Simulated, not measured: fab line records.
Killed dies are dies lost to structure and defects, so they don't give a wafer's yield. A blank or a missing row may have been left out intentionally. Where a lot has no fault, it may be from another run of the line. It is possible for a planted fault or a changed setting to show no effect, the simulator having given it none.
fab line records	flow n5Finfet
record lots=7	wafers=21
route steps=1938 shown SDB@373 HKMG_FIN@424 MOL_CONTACT_COAG@523 BEOL_M0_CUTY@702
startH: hours from the record's first day to the start of the lot's first wafer shown	waitH: hours since the lot's step before	" unchanged from the row above	L1.1+2: several wafers, shown together as one row	- no value, or no start was given	* or withheld: withheld	< > ~ a bound
route shown NAME@n: NAME is a module with steps in the file, n the number in the route of the first one	usual: average and standard deviation across the fault-free wafers	same: alike in all rows	chamber/n: place in a boat	sites: the reading at each site	_std_site: the standard deviation of these	_edge_site: the outer-site mean with the inner-site mean subtracted	radiusMm: for every site, how far away it sits from the centre of the wafer	mask NAME#n: copy n	behind: tool/chamber where the wafer was last shaped	hold: the reason the lot was held/the length of the hold in hours/how it ended	device: whichever transistor did not switch (one of n, p or np)	end of line: tests of these same wafers at the route's end	for a step that has no rows: nothing shown but its recipe	killed: the dies lost at the first sort to structure and to defects; this is not the yield of the wafer	map: a wafer's dies, x killed, . not, _ none there
set.NAME: setting as actually run; set.NAME@STEP: the setting as run at that earlier step	model.NAME: the simulator's own value behind a step, which no gauge read
lots whose settings were changed on purpose; a table a step, a row a wafer
## steps
# step N5_SDB_ALD_29
# recipe material=SiNx	targetThkA=300	tempC=400	aldPrecursorFamily=SiH2I2	aldCoReactant=N2/H2-plasma	pulseTimeS=1	aldCycles=600	purgeTimeS=2	coReactantPurgeTimeS=2	pressureTorr=2
lot.wafer	tool	chamber	startH	waitH	set.aldCycles	model.SiNx_of_SDB_ALD_29.thkNm
L075.1+2+3	aldSin-04	3,2,1	76.72	0.0	600	29.8
L076.3+4	aldSin-01	3,0	77.82	0.0	693	34.8
L076.6	"	1	79.18	1.4	600	30
L081.1	aldSin-04	2	116.96	0.0	546	27.4
L081.2	"	1	"	"	546	27.2
L081.3	"	3	"	"	600	30
L083.1	aldSin-02	3	121.29	0.2	574	28.8
L083.2+3	"	0,2	"	"	600	30
L086.3+6	aldSin-02	0,2	140.81	0.0	600	29.8
L086.4	"	2	"	"	560	28
L089.1	aldSin-04	0	160.74	0.0	676	33.8
L089.3+4	"	2,3	"	"	600	30
L090.4	aldSin-01	2	164.19	0.0	600	30
L090.5+6	"	0,1	165.54	1.4	600	30.2
# step N5_SDB_CMP_30
# recipe stopOn=poly-Si	tOverpolishS=1.54	postCmpClean=alkalineBrush	downForcePsi=4.1491	platenRpm=51.796	padVelocityMS=1.0306	targetThkNm=30
lot.wafer	tool	chamber	startH	waitH	set.aldCycles@SDB_ALD_29	model.SiNx_of_SDB_ALD_29.thkNm
L075.1+2+3	cmp-03	3,0,1	79.46	1.4	600	29.8
L076.4	cmp-03	0	80.60	0.1	693	29.4
L076.3	"	2	"	"	693	29.2
L076.6	"	0	"	"	600	30
L081.2	cmp-03	3	119.73	1.4	546	27.2
L081.3	"	0	"	"	600	30
L081.1	"	1	"	"	546	27.4
L083.2+3	cmp-04	1,3	124.06	1.4	600	30
L083.1	"	2	"	"	574	28.8
L086.3+6	cmp-04	2,1	143.62	1.5	600	29.8
L086.4	"	3	"	"	560	28
L089.1	cmp-01	3	163.48	1.4	676	29.8
L089.4+3	"	0,1	"	"	600	30
L090.4	cmp-04	1	166.96	1.4	600	30
L090.5+6	"	0,1	"	"	600	30.2
# step N5_HKMG_FIN_COAT_06
# recipe resist=CAR-ArF	spinRpm=1500	resistThkNm=90
lot.wafer	tool	chamber	startH	waitH	set.spinRpm	model.CAR-ArF_of_HKMG_FIN_COAT_06.thkNm
L075.1+3	lithoTrack-05	0	-	-	1500	89.4
L075.2	"	0	"	"	1500	89.6
L076.3+4+6	lithoTrack-02	0	-	-	1500	90
L081.1+3	lithoTrack-05	0	-	-	1500	90
L081.2	"	0	"	"	1500	89.8
L083.1	lithoTrack-02	0	-	-	1500	89.2
L083.2+3	"	0	"	"	1401	92.8
L086.3	lithoTrack-05	0	-	-	1500	90
L086.4	"	0	"	"	1500	90.4
L086.6	"	0	"	"	1500	90.2
L089.1	lithoTrack-05	0	-	-	1500	90
L089.3	"	0	"	"	1356	95
L089.4	"	0	"	"	1356	94.8
L090.4	lithoTrack-05	0	-	-	1500	90
L090.5+6	"	0	"	"	1500	89.8
# step N5_HKMG_FIN_EBR_08
# recipe solvent=PGMEA	ebrWidthMm=1.5
# step N5_HKMG_FIN_SOFTBAKE_07
# recipe tempC=110	timeS=60	resist=CAR-ArF
# step N5_HKMG_FIN_EXPOSE_09
# recipe maskId=NWFM	na=1.35	sourceShape=conventional	sigmaOuter=0.8	polarization=unpolarized	doseMj=39.25
# step N5_HKMG_FIN_PEB_10
# recipe pebTempC=withheld	pebTimeS=60	resist=CAR-ArF
# step N5_HKMG_FIN_DEVELOP_11
# recipe developTimeS=30	developer=TMAH	resist=CAR-ArF	devTempC=23	rinseLiquid=diw	dry=airSpin
lot.wafer	tool	chamber	startH	waitH	set.spinRpm@HKMG_FIN_COAT_06	model.CAR-ArF_of_HKMG_FIN_COAT_06.thkNm
L075.1	lithoTrack-05	0	-	-	1500	87.6
L075.2+3	"	0	"	"	1500	87.8
L076.3+6	lithoTrack-05	0	-	-	1500	88.4
L076.4	"	0	"	"	1500	88.2
L081.1+3	lithoTrack-04	0	-	-	1500	88.2
L081.2	"	0	"	"	1500	88
L083.1	lithoTrack-05	0	-	-	1500	87.4
L083.2+3	"	0	"	"	1401	91.2
L086.3	lithoTrack-02	0	-	-	1500	88.4
L086.4+6	"	0	"	"	1500	88.6
L089.1	lithoTrack-05	0	-	-	1500	88.2
L089.3+4	"	0	"	"	1356	93.2
L090.4+5+6	lithoTrack-04	0	-	-	1500	88.2
# step N5_HKMG_FIN_DESCUM_17
# recipe chemistry=O2	timeS=7.9	sourcePowerW=50	biasPowerW=20	pressureMtorr=20	rfFrequencyHz=2.712e+07	tempC=40	resist=CAR-ArF	o2FlowSccm=225
lot.wafer	tool	chamber	startH	waitH	set.spinRpm@HKMG_FIN_COAT_06	model.CAR-ArF_of_HKMG_FIN_COAT_06.thkNm
L075.1+3	rieDiel-04	0,1	84.77	0.0	1500	82.8
L075.2	"	2	"	"	1500	83
L076.3+4+6	rieDiel-04	3,1,1	86.57	0.7	1500	83.4
L081.1+3	rieDiel-01	2,1	124.89	0.0	1500	83.4
L081.2	"	0	"	"	1500	83.2
L083.1	rieDiel-04	3	129.33	0.1	1500	82.6
L083.2	"	1	"	"	1401	86.2
L083.3	"	2	"	"	1401	86.4
L086.3	rieDiel-05	2	148.78	0.0	1500	83.4
L086.4+6	"	3,1	"	"	1500	83.8
L089.1	rieDiel-04	2	169.34	0.6	1500	83.4
L089.3+4	"	3,2	"	"	1356	88.4
L090.4+5	rieDiel-01	0,2	172.71	0.0	1500	83.4
L090.6	"	1	"	"	1500	83.2
# step N5_MOL_CONTACT_COAG_EXPOSE_05
# recipe maskId=CA	na=0.33	sourceShape=annular	sigmaInner=0.4	sigmaOuter=0.8	polarization=unpolarized	defocusNm=0	doseMj=38.25
lot.wafer	tool	chamber	startH	waitH	mask	set.doseMj
L075.1+2+3	euvScanner-02	0	98.21	-	CA#0	38.25
L076.3	euvScanner-02	0	100.55	-	CA#0	40.62
L076.4+6	"	0	"	"	CA#0	38.25
L081.1+2+3	euvScanner-01	0	136.80	-	CA#0	38.25
L083.1+2	euvScanner-01	0	142.69	-	CA#0	39.26
L083.3	"	0	"	"	CA#0	38.25
L086.3+4+6	euvScanner-01	0	160.88	-	CA#0	38.25
L089.1+4	euvScanner-02	0	181.95	-	CA#0	39.93
L089.3	"	0	"	"	CA#0	38.25
L090.4+5+6	euvScanner-01	0	187.00	-	CA#0	38.25
# step N5_MOL_CONTACT_COAG_PEB_06
# recipe pebTempC=100	pebTimeS=60	resist=CAR-EUV
# step N5_MOL_CONTACT_COAG_DEVELOP_07
# recipe developTimeS=30	developer=TMAH	resist=CAR-EUV	rinseLiquid=surfactantRinse	dry=airSpin	devTempC=23
# step N5_MOL_CONTACT_COAG_CD_MEAS_08
# recipe targetCdNm=28	landingEnergyEv=500	detector=seInlens	polarity=opening
# usual cdNm=28.01/0.22
lot.wafer	tool	chamber	startH	waitH	set.doseMj@MOL_CONTACT_COAG_EXPOSE_05	cdNm
L075.1	cdSem-01	0	98.34	-	38.25	28.10
L075.2	"	0	"	"	38.25	28.26
L075.3	"	0	"	"	38.25	28.10
L076.3	cdSem-02	0	100.67	-	40.62	29.66
L076.4	"	0	"	"	38.25	28.28
L076.6	"	0	"	"	38.25	27.53
L081.1	cdSem-02	0	136.93	-	38.25	27.80
L081.2	"	0	"	"	38.25	27.87
L081.3	"	0	"	"	38.25	27.98
L083.1	cdSem-01	0	142.82	-	39.26	28.56
L083.2	"	0	"	"	39.26	28.73
L083.3	"	0	"	"	38.25	27.99
L086.3	cdSem-02	0	161.00	-	38.25	28.00
L086.4	"	0	"	"	38.25	27.69
L086.6	"	0	"	"	38.25	27.74
L089.1	cdSem-03	0	182.08	-	39.93	29.01
L089.3	"	0	"	"	38.25	27.82
L089.4	"	0	"	"	39.93	29.03
L090.4	cdSem-02	0	187.12	-	38.25	28.10
L090.5	"	0	"	"	38.25	28.22
L090.6	"	0	"	"	38.25	28.40
# step N5_MOL_CONTACT_COAG_DESCUM_13
# recipe chemistry=O2	timeS=7	sourcePowerW=50	biasPowerW=20	pressureMtorr=20	rfFrequencyHz=2.712e+07	tempC=40	resist=CAR-EUV	o2FlowSccm=225
# step N5_MOL_CONTACT_COAG_ETCH_59
# recipe chemistry=N2/H2	target=underlayer	targetDepthA=130	maskMaterial=CAR-EUV	timeS=10.4	ionEnergyEv=200	pressureMtorr=30	sourceW=840	biasW=150	n2FlowSccm=200	h2FlowSccm=200	ends=cleared
# step N5_MOL_CONTACT_COAG_ETCH_105
# recipe chemistry=CF4	target=SiARC	targetDepthA=156	maskMaterial=CAR-EUV	timeS=26	ionEnergyEv=80	pressureMtorr=40	sourceW=545	biasW=36	Ar_flow_sccm=100	cf4FlowSccm=100	ends=cleared
lot.wafer	tool	chamber	startH	waitH	set.doseMj@MOL_CONTACT_COAG_EXPOSE_05	model.MOL_CONTACT_COAG.cdOffsetNm
L075.1	rieDiel-04	2	98.82	0.0	38.25	0
L075.2+3	"	0,3	"	"	38.25	0.2
L076.3	rieDiel-04	2	100.84	0.0	40.62	1.2
L076.4	"	3	"	"	38.25	0.2
L076.6	"	1	"	"	38.25	0
L081.1+3	rieDiel-05	0,3	137.11	0.0	38.25	0
L081.2	"	1	"	"	38.25	0.2
L083.1	rieDiel-01	3	143.25	0.0	39.26	0.6
L083.2	"	1	"	"	39.26	1
L083.3	"	2	"	"	38.25	0
L086.3+4	rieDiel-04	2,0	161.21	0.0	38.25	0
L086.6	"	0	"	"	38.25	-0.2
L089.1+4	rieDiel-01	2,0	182.26	0.0	39.93	0.8
L089.3	"	1	"	"	38.25	0
L090.4+5	rieDiel-04	1,3	187.52	0.0	38.25	0
L090.6	"	0	"	"	38.25	0.2
# step N5_MOL_CONTACT_COAG_ETCH_106
# recipe chemistry=N2/H2	target=SOC	targetDepthA=800	overetchA=160	maskMaterial=SiARC	tempC=40	timeS=120	ionEnergyEv=200	pressureMtorr=30	sourceW=840	biasW=150	n2FlowSccm=200	h2FlowSccm=200
lot.wafer	tool	chamber	startH	waitH	set.doseMj@MOL_CONTACT_COAG_EXPOSE_05	model.MOL_CONTACT_COAG.cdOffsetNm
L075.1	rieDiel-04	2	98.85	0.0	38.25	0
L075.2	"	0	"	"	38.25	0.4
L075.3	"	3	"	"	38.25	0.2
L076.3	rieDiel-04	2	100.87	0.0	40.62	1.4
L076.4	"	3	"	"	38.25	0.2
L076.6	"	1	"	"	38.25	0
L081.1+2+3	rieDiel-05	0,1,3	137.14	0.0	38.25	0.2
L083.1	rieDiel-01	3	143.27	0.0	39.26	0.6
L083.2	"	1	"	"	39.26	0.8
L083.3	"	2	"	"	38.25	-0.2
L086.3+4	rieDiel-04	2,0	161.28	0.1	38.25	0
L086.6	"	0	"	"	38.25	-0.2
L089.1	rieDiel-01	2	182.29	0.0	39.93	0.6
L089.3	"	1	"	"	38.25	0
L089.4	"	0	"	"	39.93	0.8
L090.4+6	rieDiel-04	1,0	187.57	0.0	38.25	0.2
L090.5	"	3	"	"	38.25	0
# step N5_MOL_CONTACT_COAG_STRIP_107
# recipe chemistry=N2/H2	tempC=40	n2FlowSccm=200	h2FlowSccm=200	rfFrequencyHz=6e+07
# step N5_MOL_CONTACT_COAG_STRIP_108
# recipe chemistry=N2/H2	tempC=40	n2FlowSccm=200	h2FlowSccm=200	rfFrequencyHz=6e+07
# step N5_MOL_CONTACT_COAG_CONTACT_ETCH_14
# recipe chemistry=C4F6/O2	target=SiO2	targetDepthA=275	overetchA=85	maskMaterial=SOC	pressureMtorr=30	sourceW=370	biasW=185	Ar_flow_sccm=300	C4F6_flow_sccm=16	O2_flow_sccm=10	timeS=20	ionEnergyEv=259.6
lot.wafer	tool	chamber	startH	waitH	set.doseMj@MOL_CONTACT_COAG_EXPOSE_05	model.MOL_CONTACT_COAG.cdOffsetNm
L075.1	rieDiel-04	2	98.95	0.0	38.25	0
L075.2	"	0	"	"	38.25	0.4
L075.3	"	3	"	"	38.25	0.2
L076.3	rieDiel-04	2	100.97	0.0	40.62	1.4
L076.4	"	3	"	"	38.25	0.4
L076.6	"	1	"	"	38.25	0
L081.1	rieDiel-05	0	137.24	0.0	38.25	0
L081.2+3	"	1,3	"	"	38.25	0.2
L083.1	rieDiel-01	3	143.37	0.0	39.26	0.6
L083.2	"	1	"	"	39.26	0.8
L083.3	"	2	"	"	38.25	-0.2
L086.3	rieDiel-04	2	161.41	0.0	38.25	0
L086.4+6	"	0	"	"	38.25	-0.2
L089.1	rieDiel-01	2	182.39	0.0	39.93	0.6
L089.3	"	1	"	"	38.25	0
L089.4	"	0	"	"	39.93	0.8
L090.4	rieDiel-04	1	187.64	0.0	38.25	0
L090.5+6	"	3,0	"	"	38.25	0.2
# step N5_MOL_CONTACT_COAG_COAT_76
# recipe resist=SiARC	tempC=220	timeS=60	spinRpm=1500	resistThkNm=10
lot.wafer	tool	chamber	startH	waitH	set.spinRpm	model.SiARC_of_MOL_CONTACT_COAG_COAT_76.thkNm
L075.1+2+3	lithoTrack-03	0	-	-	1500	10
L076.3	lithoTrack-03	0	-	-	1500	10
L076.4+6	"	0	"	"	1433	10.2
L081.1	lithoTrack-03	0	-	-	1422	10.2
L081.2+3	"	0	"	"	1500	10
L083.1	lithoTrack-02	0	-	-	1500	10
L083.2	"	0	"	"	1417	10.2
L083.3	"	0	"	"	1417	10.4
L086.3+4	lithoTrack-03	0	-	-	1500	10
L086.6	"	0	"	"	1653	9.6
L089.1+3+4	lithoTrack-02	0	-	-	1500	10
L090.4+5+6	lithoTrack-04	0	-	-	1500	10
# step N5_MOL_CONTACT_COAG_COAT_77
# recipe resist=underlayer	tempC=205	timeS=60	spinRpm=1500	resistThkNm=10
# step N5_MOL_CONTACT_COAG_COAT_78
# recipe resist=CAR-EUV	spinRpm=1500	resistThkNm=40
# step N5_MOL_CONTACT_COAG_DESCUM_88
# recipe chemistry=O2	timeS=7	sourcePowerW=50	biasPowerW=20	pressureMtorr=20	rfFrequencyHz=2.712e+07	tempC=40	resist=CAR-EUV	o2FlowSccm=225
# step N5_MOL_CONTACT_COAG_ETCH_89
# recipe chemistry=N2/H2	target=underlayer	targetDepthA=130	maskMaterial=CAR-EUV	timeS=10.4	ionEnergyEv=200	pressureMtorr=30	sourceW=840	biasW=150	n2FlowSccm=200	h2FlowSccm=200	ends=cleared
# step N5_MOL_CONTACT_COAG_ETCH_90
# recipe chemistry=CF4	target=SiARC	targetDepthA=130	maskMaterial=CAR-EUV	timeS=21.7	ionEnergyEv=80	pressureMtorr=40	sourceW=545	biasW=36	Ar_flow_sccm=100	cf4FlowSccm=100	ends=cleared
# usual etchRfOnTimeS=21.9/0.32
lot.wafer	tool	chamber	startH	waitH	set.spinRpm@MOL_CONTACT_COAG_COAT_76	etchRfOnTimeS	model.etch.depthNm
L075.1	rieDiel-05	3	112.90	0.0	1500	22.0	10.01
L075.2	"	2	"	"	1500	22.1	9.992
L075.3	"	0	"	"	1500	22.3	10.04
L076.3	rieDiel-05	1	113.62	0.0	1500	22.1	9.993
L076.4	"	0	"	"	1433	22.6	10.19
L076.6	"	1	"	"	1433	22.6	10.2
L081.1	rieDiel-04	2	146.27	0.0	1422	22.3	10.27
L081.2	"	1	"	"	1500	21.3	10.01
L081.3	"	3	"	"	1500	21.6	10.02
L083.1	rieDiel-01	1	151.96	0.0	1500	21.8	10.05
L083.2	"	3	"	"	1417	22.4	10.28
L083.3	"	2	"	"	1417	22.7	10.33
L086.3	rieDiel-01	3	171.61	0.0	1500	22.0	10.07
L086.4	"	2	"	"	1500	22.2	10.04
L086.6	"	3	"	"	1653	20.8	9.549
L089.1	rieDiel-05	1	193.98	0.0	1500	21.8	9.992
L089.3	"	0	"	"	1500	22.2	9.975
L089.4	"	3	"	"	1500	21.9	9.972
L090.4	rieDiel-04	0	198.54	0.0	1500	21.9	9.961
L090.5	"	3	"	"	1500	21.9	9.982
L090.6	"	2	"	"	1500	21.9	10.01
# step N5_MOL_CONTACT_COAG_ALD_131
# recipe material=SiO2	targetThkA=50	tempC=100	aldPrecursorFamily=BDEAS	aldCoReactant=O2-plasma	pulseTimeS=1	coReactantPulseTimeS=1	purgeTimeS=2	coReactantPurgeTimeS=2	aldCycles=35	pressureTorr=2
# step N5_MOL_CONTACT_COAG_ETCHBACK_132
# recipe chemistry=CHF3	target=SiO2	targetDepthA=100	timeS=6.7	ionEnergyEv=200	pressureMtorr=30	sourceW=610	biasW=170	Ar_flow_sccm=200	CHF3_flow_sccm=50
# step N5_MOL_CONTACT_COAG_ETCH_91
# recipe chemistry=N2/H2	target=SOC	targetDepthA=600	overetchA=210	maskMaterial=SiARC	tempC=40	timeS=101.2	ionEnergyEv=200	pressureMtorr=30	sourceW=840	biasW=150	n2FlowSccm=200	h2FlowSccm=200
lot.wafer	tool	chamber	startH	waitH	set.spinRpm@MOL_CONTACT_COAG_COAT_76	model.SiARC_of_MOL_CONTACT_COAG_COAT_76.thkNm
L075.1+2+3	rieDiel-05	2,3,1	113.28	0.0	1500	5.8
L076.3	rieDiel-05	0	114.15	0.0	1500	5.8
L076.4+6	"	3,0	"	"	1433	6
L081.1	rieDiel-05	0	146.56	0.0	1422	6.2
L081.2	"	1	"	"	1500	5.8
L081.3	"	2	"	"	1500	6
L083.1	rieDiel-01	0	152.47	0.0	1500	5.8
L083.2	"	1	"	"	1417	6
L083.3	"	2	"	"	1417	6.2
L086.3+4	rieDiel-01	0,1	172.20	0.0	1500	5.8
L086.6	"	2	"	"	1653	5.4
L089.1	rieDiel-05	3	194.47	0.0	1500	6
L089.3+4	"	1,2	"	"	1500	5.8
L090.4+5+6	rieDiel-05	3,3,0	199.48	0.0	1500	5.8
# step N5_MOL_CONTACT_COAG_ALD_133
# recipe material=SiO2	targetThkA=50	tempC=100	aldPrecursorFamily=BDEAS	aldCoReactant=O2-plasma	pulseTimeS=1	coReactantPulseTimeS=1	purgeTimeS=2	coReactantPurgeTimeS=2	aldCycles=35	pressureTorr=2
lot.wafer	tool	chamber	startH	waitH	set.aldCycles	model.SiO2_of_MOL_CONTACT_COAG_ALD_133.thkNm
L075.1+2+3	aldSin-03	3,0,2	116.62	0.1	35	5
L076.3+4+6	aldSin-01	3,1,0	116.71	0.1	35	5
L081.1+2+3	aldSin-01	2,3,0	147.62	0.1	35	5
L083.1	aldSin-04	0	153.51	0.1	35	5
L083.2+3	"	3,1	"	"	39	5.6
L086.3	aldSin-04	0	173.62	0.1	35	5
L086.4+6	"	2,1	"	"	38	5.4
L089.1	aldSin-01	3	196.28	0.1	35	5
L089.3+4	"	2,1	"	"	38	5.4
L090.4+5	aldSin-03	1	201.76	0.1	35	5
L090.6	"	0	"	"	37	5.2
# step N5_MOL_CONTACT_COAG_ETCH_124
# recipe chemistry=CH3F/O2	target=SiNx	targetDepthA=65	maskMaterial=SOC	stopOn=SiOC	overEtchFrac=0.3	ionEnergyEv=120	pressureMtorr=30	sourceW=395	biasW=73	Ar_flow_sccm=150	CH3F_flow_sccm=30	O2_flow_sccm=20	ends=endPoint
# usual rfVppV=297.9/2.4
lot.wafer	tool	chamber	startH	waitH	set.sourceW	rfVppV
L075.1	rieDiel-05	1	117.02	0.0	395	302.9
L075.2	"	3	"	"	395	299.1
L075.3	"	0	"	"	395	298.7
L076.3	rieDiel-01	0	117.17	0.0	395	297.4
L076.4	"	2	"	"	354.3	313.1
L076.6	"	0	"	"	395	298.8
L081.1	rieDiel-04	1	148.06	0.0	395	298.4
L081.2	"	0	"	"	395	296.1
L081.3	"	2	"	"	395	292.6
L083.1	rieDiel-01	3	153.87	0.0	395	295.2
L083.2	"	0	"	"	395	298.1
L083.3	"	1	"	"	419.2	291.3
L086.3	rieDiel-01	1	173.99	0.0	395	300.6
L086.4	"	3	"	"	395	293.6
L086.6	"	0	"	"	395	298.4
L089.1	rieDiel-04	0	196.93	0.0	460.5	275.8
L089.3	"	1	"	"	395	298.0
L089.4	"	2	"	"	460.5	273.7
L090.4	rieDiel-05	2	202.31	0.0	347.6	315.3
L090.5	"	0	"	"	347.6	317.9
L090.6	"	1	"	"	395	302.3
# step N5_BEOL_M0_CUTY_COAT_51
# recipe resist=CAR-ArF-block	spinRpm=1500	resistThkNm=150
lot.wafer	tool	chamber	startH	waitH	set.spinRpm	model.CAR-ArF-block_of_BEOL_M0_CUTY_COAT_51.thkNm
L075.1	lithoTrack-04	0	-	-	1500	149.8
L075.2+3	"	0	"	"	1500	150
L076.3	lithoTrack-04	0	-	-	1563	147
L076.4	"	0	"	"	1500	149.8
L076.6	"	0	"	"	1500	149.6
L081.1	lithoTrack-03	0	-	-	1500	150.4
L081.2	"	0	"	"	1500	150
L081.3	"	0	"	"	1612	145
L083.1	lithoTrack-04	0	-	-	1500	149.6
L083.2	"	0	"	"	1500	149.8
L083.3	"	0	"	"	1500	150
L086.3	lithoTrack-03	0	-	-	1500	150.8
L086.4	"	0	"	"	1362	157.8
L086.6	"	0	"	"	1500	150.6
L089.1	lithoTrack-03	0	-	-	1500	150.2
L089.3+4	"	0	"	"	1500	150.4
L090.4	lithoTrack-03	0	-	-	1500	150.4
L090.5	"	0	"	"	1452	152.8
L090.6	"	0	"	"	1500	150.6
## key
split step=N5_SDB_ALD_29	setting=aldCycles	stated=600	by=wafer
response step=N5_SDB_ALD_29	reading=model.SiNx_of_SDB_ALD_29.thkNm	change=+0.301	per=1%	r=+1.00
response step=N5_SDB_CMP_30	reading=model.SiNx_of_SDB_ALD_29.thkNm	shape=bent	atLowest=27.3	atStated=29.96	atHighest=29.3
split step=N5_HKMG_FIN_COAT_06	setting=spinRpm	stated=1500	by=wafer
response step=N5_HKMG_FIN_COAT_06	reading=model.CAR-ArF_of_HKMG_FIN_COAT_06.thkNm	change=-0.522	per=1%	r=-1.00
response step=N5_HKMG_FIN_DEVELOP_11	reading=model.CAR-ArF_of_HKMG_FIN_COAT_06.thkNm	change=-0.538	per=1%	r=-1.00
response step=N5_HKMG_FIN_DESCUM_17	reading=model.CAR-ArF_of_HKMG_FIN_COAT_06.thkNm	change=-0.534	per=1%	r=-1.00
split step=N5_MOL_CONTACT_COAG_EXPOSE_05	setting=doseMj	stated=38.25	by=wafer
response step=N5_MOL_CONTACT_COAG_CD_MEAS_08	reading=cdNm	change=+0.276	per=1%	r=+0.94
response step=N5_MOL_CONTACT_COAG_ETCH_105	reading=model.MOL_CONTACT_COAG.cdOffsetNm	change=+0.192	per=1%	r=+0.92
response step=N5_MOL_CONTACT_COAG_ETCH_106	reading=model.MOL_CONTACT_COAG.cdOffsetNm	change=+0.209	per=1%	r=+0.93
response step=N5_MOL_CONTACT_COAG_CONTACT_ETCH_14	reading=model.MOL_CONTACT_COAG.cdOffsetNm	change=+0.199	per=1%	r=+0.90
split step=N5_MOL_CONTACT_COAG_COAT_76	setting=spinRpm	stated=1500	by=wafer
response step=N5_MOL_CONTACT_COAG_COAT_76	reading=model.SiARC_of_MOL_CONTACT_COAG_COAT_76.thkNm	change=-0.0422	per=1%	r=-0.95
response step=N5_MOL_CONTACT_COAG_ETCH_90	reading=etchRfOnTimeS	change=*	per=1%	r=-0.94
response step=N5_MOL_CONTACT_COAG_ETCH_90	reading=model.etch.depthNm	change=-0.0485	per=1%	r=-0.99
response step=N5_MOL_CONTACT_COAG_ETCH_91	reading=model.SiARC_of_MOL_CONTACT_COAG_COAT_76.thkNm	change=-0.0451	per=1%	r=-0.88
split step=N5_MOL_CONTACT_COAG_ALD_133	setting=aldCycles	stated=35	by=wafer
response step=N5_MOL_CONTACT_COAG_ALD_133	reading=model.SiO2_of_MOL_CONTACT_COAG_ALD_133.thkNm	change=+0.0479	per=1%	r=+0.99
split step=N5_MOL_CONTACT_COAG_ETCH_124	setting=sourceW	stated=395	by=wafer
response step=N5_MOL_CONTACT_COAG_ETCH_124	reading=rfVppV	change=-1.32	per=1%	r=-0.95
split step=N5_BEOL_M0_CUTY_COAT_51	setting=spinRpm	stated=1500	by=wafer
response step=N5_BEOL_M0_CUTY_COAT_51	reading=model.CAR-ArF-block_of_BEOL_M0_CUTY_COAT_51.thkNm	change=-0.73	per=1%	r=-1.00
